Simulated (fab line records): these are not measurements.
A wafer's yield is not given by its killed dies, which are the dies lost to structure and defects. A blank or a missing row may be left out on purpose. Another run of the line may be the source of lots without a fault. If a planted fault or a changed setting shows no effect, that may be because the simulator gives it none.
Which tool did it? / flow nand harc / Sampling: 11 lots, 33 wafers, 3 of 1159 route steps

== WHAT EACH GAUGE READ, for each wafer ==
NHARC_A_M1_OVL_MEAS_10: pitch 240 nm.
lot=L368; measured=day 17 21:53; on=overlay-01; overlay x nm (nm)=-0.6 -0.6 -0.9; overlay y nm (nm)=0.4 0.6 0.2
lot=L372; measured=day 18 01:10; on=overlay-02; overlay x nm (nm)=-0.5 -0.1 0.5; overlay y nm (nm)=-0.5 -0.8 -0.8
lot=L371; measured=day 18 02:35; on=overlay-02; overlay x nm (nm)=-0.9 -0.1 -0.7; overlay y nm (nm)=-0.2 0.0 0.6
lot=L373; measured=day 18 19:44; on=overlay-01; overlay x nm (nm)=1.6 1.6 1.5; overlay y nm (nm)=-0.1 0.4 0.0
lot=L374; measured=day 19 08:16; on=overlay-02; overlay x nm (nm)=0.5 0.4 0.6; overlay y nm (nm)=-0.3 -1.0 -0.4
lot=L377; measured=day 19 13:28; on=overlay-01; overlay x nm (nm)=-1.0 -0.2 -0.5; overlay y nm (nm)=0.0 0.1 0.3
lot=L375; measured=day 19 18:08; on=overlay-01; overlay x nm (nm)=-0.7 -0.9 -0.9; overlay y nm (nm)=-0.9 -0.7 -0.4
lot=L384; measured=day 21 15:17; on=overlay-01; overlay x nm (nm)=-1.3 -1.4 -1.7; overlay y nm (nm)=-0.1 -0.3 -0.6
lot=L385; measured=day 21 17:53; on=overlay-01; overlay x nm (nm)=-0.9 -0.8 -1.6; overlay y nm (nm)=1.7 1.0 1.1
lot=L386; measured=day 22 01:33; on=overlay-02; overlay x nm (nm)=-0.2 0.0 -0.2; overlay y nm (nm)=0.2 0.8 0.7
lot=L391; measured=day 22 15:35; on=overlay-02; overlay x nm (nm)=-1.5 -1.7 -1.9; overlay y nm (nm)=0.4 0.2 0.1

NHARC_A_BONDPAD_CD_MEAS_13.
lot=L368; measured=day 18 03:16; on=cd sem-01; cd nm (nm)=498.9 497.1 499.5
lot=L372; measured=day 18 06:11; on=cd sem-02; cd nm (nm)=496.2 494.4 496.3
lot=L371; measured=day 18 11:47; on=cd sem-01; cd nm (nm)=499.6 500.0 501.1
lot=L373; measured=day 19 01:14; on=cd sem-02; cd nm (nm)=497.5 497.1 496.5
lot=L374; measured=day 19 13:35; on=cd sem-03; cd nm (nm)=498.8 500.0 498.2
lot=L377; measured=day 19 18:43; on=cd sem-02; cd nm (nm)=497.8 496.8 497.9
lot=L375; measured=day 19 23:44; on=cd sem-02; cd nm (nm)=498.5 498.9 496.5
lot=L384; measured=day 21 20:28; on=cd sem-02; cd nm (nm)=498.4 500.5 499.4
lot=L385; measured=day 21 23:06; on=cd sem-02; cd nm (nm)=499.4 500.1 497.5
lot=L386; measured=day 22 06:58; on=cd sem-03; cd nm (nm)=498.2 498.0 498.0
lot=L391; measured=day 22 21:03; on=cd sem-02; cd nm (nm)=500.5 501.0 503.1

== TOOL THAT RAN EACH LOT (tool first, then ch and the chambers of the sampled wafers, then the start) ==
lot=L368; NHARC_A_BONDPAD_ETCH_34=rie diel-03 ch 1,2, day 18 03:03
lot=L372; NHARC_A_BONDPAD_ETCH_34=rie diel-03 ch 0,1,2, day 18 05:58
lot=L371; NHARC_A_BONDPAD_ETCH_34=rie diel-03 ch 1,2, day 18 11:34
lot=L373; NHARC_A_BONDPAD_ETCH_34=rie diel-03 ch 0,2, day 19 01:00
lot=L374; NHARC_A_BONDPAD_ETCH_34=rie diel-07 ch 1,2,3, day 19 13:22
lot=L377; NHARC_A_BONDPAD_ETCH_34=rie diel-07 ch 0,2, day 19 18:29
lot=L375; NHARC_A_BONDPAD_ETCH_34=rie diel-07 ch 0,1,3, day 19 23:31
lot=L384; NHARC_A_BONDPAD_ETCH_34=rie diel-03 ch 0,1,2, day 21 20:14
lot=L385; NHARC_A_BONDPAD_ETCH_34=rie diel-03 ch 0,2, day 21 22:52
lot=L386; NHARC_A_BONDPAD_ETCH_34=rie diel-01 ch 0,2,3, day 22 06:43
lot=L391; NHARC_A_BONDPAD_ETCH_34=rie diel-03 ch 0,2,3, day 22 20:50
- NHARC_A_BONDPAD_ETCH_34: etches the open film in N2/H2, target depth 60 nm, overetch 18 nm, time 65.91 s.

== WHAT THE TOOLS THEMSELVES READ (means of the sampled wafers that have a number; where no wafer has one, the mark that the record gives instead) ==
NHARC_A_BONDPAD_ETCH_34.
lot=L368; tool=rie diel-03; chamber pressure mTorr (mTorr)=29.970; drypump motor current A (A)=5.54; h2 flow sccm (sccm)=150.5; oes product au (a.u.)=1.004; rf fwd power W (W)=397.1; rf vpp V (V)=432.6; showerhead plenum p Torr (Torr)=2.16; throttle valve pct (%)=14.168
lot=L372; tool=rie diel-03; chamber pressure mTorr (mTorr)=30.006; drypump motor current A (A)=5.55; h2 flow sccm (sccm)=150.5; oes product au (a.u.)=1.002; rf fwd power W (W)=397.1; rf vpp V (V)=432.9; showerhead plenum p Torr (Torr)=2.16; throttle valve pct (%)=14.177
lot=L371; tool=rie diel-03; chamber pressure mTorr (mTorr)=30.021; drypump motor current A (A)=5.65; h2 flow sccm (sccm)=149.3; oes product au (a.u.)=1.003; rf fwd power W (W)=396.8; rf vpp V (V)=433.8; showerhead plenum p Torr (Torr)=2.16; throttle valve pct (%)=14.171
lot=L373; tool=rie diel-03; chamber pressure mTorr (mTorr)=29.984; drypump motor current A (A)=5.56; h2 flow sccm (sccm)=150.3; oes product au (a.u.)=0.998; rf fwd power W (W)=396.2; rf vpp V (V)=433.8; showerhead plenum p Torr (Torr)=2.16; throttle valve pct (%)=14.166
lot=L374; tool=rie diel-07; chamber pressure mTorr (mTorr)=29.988; drypump motor current A (A)=5.75; h2 flow sccm (sccm)=150.0; oes product au (a.u.)=1.000; rf fwd power W (W)=398.3; rf vpp V (V)=430.1; showerhead plenum p Torr (Torr)=2.01; throttle valve pct (%)=14.169
lot=L377; tool=rie diel-07; chamber pressure mTorr (mTorr)=30.027; drypump motor current A (A)=5.84; h2 flow sccm (sccm)=149.7; oes product au (a.u.)=0.998; rf fwd power W (W)=397.6; rf vpp V (V)=430.5; showerhead plenum p Torr (Torr)=2.02; throttle valve pct (%)=14.174
lot=L375; tool=rie diel-07; chamber pressure mTorr (mTorr)=30.021; drypump motor current A (A)=5.76; h2 flow sccm (sccm)=149.9; oes product au (a.u.)=0.957; rf fwd power W (W)=397.8; rf vpp V (V)=429.1; showerhead plenum p Torr (Torr)=1.97; throttle valve pct (%)=14.183
lot=L384; tool=rie diel-03; chamber pressure mTorr (mTorr)=29.978; drypump motor current A (A)=5.55; h2 flow sccm (sccm)=150.0; oes product au (a.u.)=0.998; rf fwd power W (W)=398.0; rf vpp V (V)=433.3; showerhead plenum p Torr (Torr)=2.15; throttle valve pct (%)=14.166
lot=L385; tool=rie diel-03; chamber pressure mTorr (mTorr)=29.992; drypump motor current A (A)=5.63; h2 flow sccm (sccm)=150.0; oes product au (a.u.)=1.003; rf fwd power W (W)=397.6; rf vpp V (V)=432.9; showerhead plenum p Torr (Torr)=2.16; throttle valve pct (%)=14.173
lot=L386; tool=rie diel-01; chamber pressure mTorr (mTorr)=29.981; drypump motor current A (A)=5.98; h2 flow sccm (sccm)=150.0; oes product au (a.u.)=1.000; rf fwd power W (W)=398.1; rf vpp V (V)=429.6; showerhead plenum p Torr (Torr)=2.01; throttle valve pct (%)=14.179
lot=L391; tool=rie diel-03; chamber pressure mTorr (mTorr)=29.972; drypump motor current A (A)=5.57; h2 flow sccm (sccm)=149.8; oes product au (a.u.)=0.998; rf fwd power W (W)=396.5; rf vpp V (V)=433.2; showerhead plenum p Torr (Torr)=2.12; throttle valve pct (%)=14.176

== THE ANSWER, worked out from the rows above alone ==
Rule: the usual values come from the lots themselves. Put in order of their means at a reading, lots are off if they are a third of the lots or fewer, leave a main group of 4 or more, and stand apart from it by a gap of 3 or more times the standard deviation of the main group's means; of several such gaps the widest counts. A main group is skipped when, at the precision printed for the reading in the tables above, its means are all equal. Also off: a lot with no number at a reading for which 4 or more lots have one. Any other lot the step has rows for is counted as sound. Order of review: gauges by route order, followed by the tools' own readings, for which a lot's mean as printed above is used. The first step at which some lot is off is used, and at that step the reading that is off furthest; a lot without a number counts as furthest.
Off: L375, at NHARC_A_BONDPAD_ETCH_34 (oes product au). For the main group the mean is 1.000 a.u. and the standard deviation 0.0023.
If a tool, at that step or one of the process steps before it, ran each lot that is off and ran no sound lot following the first of them, it fits. One candidate fits, namely rie diel-07 at NHARC_A_BONDPAD_ETCH_34. A fault onset in the window from L377 (day 19 18:29, its last sound lot) to L375 (day 19 23:31, its first lot off) fits.
The tool's own readings at NHARC_A_BONDPAD_ETCH_34 bear it out: on the lots that are off they differ by more than 5 times the standard deviation of the sound lots' means. oes product au reads 0.957 a.u. there against 1.000 a.u. on the sound lots.

== WHAT WAS PUT IN BY THE SIMULATOR ==
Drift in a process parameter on rie diel-07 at NHARC_A_BONDPAD_ETCH_34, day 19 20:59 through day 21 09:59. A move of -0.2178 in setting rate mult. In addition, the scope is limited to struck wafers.
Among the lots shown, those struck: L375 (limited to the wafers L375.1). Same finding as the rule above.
